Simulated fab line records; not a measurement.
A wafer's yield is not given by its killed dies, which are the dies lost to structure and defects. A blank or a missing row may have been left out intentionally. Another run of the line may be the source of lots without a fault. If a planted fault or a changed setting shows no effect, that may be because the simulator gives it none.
Check of tool commonality ; flow nand harc ; 1 lot, 3 wafers sampled

## WHY THIS WAS OPENED
At NHARC_END_SORT_01 the reading killed at periphery is flagged on 1 of 1 lot. No-fault wafers: 3.8, standard deviation 2.5.
Rule: a lot is flagged in two cases, either no wafer of it has a number, or all its wafers with numbers fall more than 4 standard deviations from that mean. As for the other lots, they are considered sound.

lot;measured;on;killed at periphery, wafer by wafer;flag
L545;day 30 19:32;prober-02;608 612 619;FLAGGED
On average the flagged lots read 613.0, which is +609.2 against the usual, or +99 or more standard deviations.

## EACH LOT AND THE TOOL IT RAN ON
Before the reading, the record contains 4 process steps out of a 1302-step route. Read each cell as the tool, then ch plus the chambers that the sampled wafers visited, then the start.
lot;flag;NHARC_P_ZERO_WELL_DESCUM_26;NHARC_P_GATE_EXPOSE_08;NHARC_P_GATE_HM_DEP_102;NHARC_P_GATE_HM_OPEN_105
L545;FLAGGED;rie diel-08 ch 0,1,3, day 7 08:53;krf scanner-04 ch 0, day 10 16:10;acl dep-01 ch 0, day 11 05:51;rie diel-12 ch 0,1,2, day 30 19:32 or earlier
These steps, and what they do:
- NHARC_P_ZERO_WELL_DESCUM_26: chemistry O2, time 3 s.
- NHARC_P_GATE_EXPOSE_08: exposes mask P HV.
- NHARC_P_GATE_HM_DEP_102: deposits aC, target thk 120 nm.
- NHARC_P_GATE_HM_OPEN_105: chemistry O2/COS, target depth 360 nm.
- NHARC_END_SORT_01

## FLAGGED AGAINST TOTAL, ONE TOOL AT A TIME (gauges that did the reading follow at the end)
step;tool;lots run;flagged;share of the flagged lots;sound lots run after its first flagged lot
NHARC_P_ZERO_WELL_DESCUM_26;rie diel-08;1;1;all;0
NHARC_P_GATE_EXPOSE_08;krf scanner-04;1;1;all;0
NHARC_P_GATE_HM_DEP_102;acl dep-01;1;1;all;0
NHARC_P_GATE_HM_OPEN_105;rie diel-12;1;1;all;0
NHARC_END_SORT_01;prober-02;1;1;all;0
NHARC_P_GATE_HM_OPEN_105 gives no start for some lots, so the hours and the order of its lots are those of NHARC_END_SORT_01.

## THE TABLE: WHAT IT ALLOWS
5 rows of the table ran every flagged lot: rie diel-08 at NHARC_P_ZERO_WELL_DESCUM_26, krf scanner-04 at NHARC_P_GATE_EXPOSE_08, acl dep-01 at NHARC_P_GATE_HM_DEP_102, rie diel-12 at NHARC_P_GATE_HM_OPEN_105, prober-02 at NHARC_END_SORT_01.
- rie diel-08 at NHARC_P_ZERO_WELL_DESCUM_26: 1 of its 1 lot flagged. In this sample it ran no sound lot ahead of its first flagged lot, so there is no way to narrow down the start.
- krf scanner-04 at NHARC_P_GATE_EXPOSE_08: 1 of its 1 lot flagged. In this sample it ran no sound lot ahead of its first flagged lot, so there is no way to narrow down the start.
- acl dep-01 at NHARC_P_GATE_HM_DEP_102: 1 of its 1 lot flagged. In this sample it ran no sound lot ahead of its first flagged lot, so there is no way to narrow down the start.
- rie diel-12 at NHARC_P_GATE_HM_OPEN_105: 1 of its 1 lot flagged. In this sample it ran no sound lot ahead of its first flagged lot, so there is no way to narrow down the start.
- prober-02 at NHARC_END_SORT_01: 1 of its 1 lot flagged. In this sample it ran no sound lot ahead of its first flagged lot, so there is no way to narrow down the start.
A lot count leaves these 5 tools indistinguishable: every one of them fits a fault beginning at some hour. More lots, or a look at what each step does to the wafer, might.

## WHAT THE SIMULATOR HAD PUT IN
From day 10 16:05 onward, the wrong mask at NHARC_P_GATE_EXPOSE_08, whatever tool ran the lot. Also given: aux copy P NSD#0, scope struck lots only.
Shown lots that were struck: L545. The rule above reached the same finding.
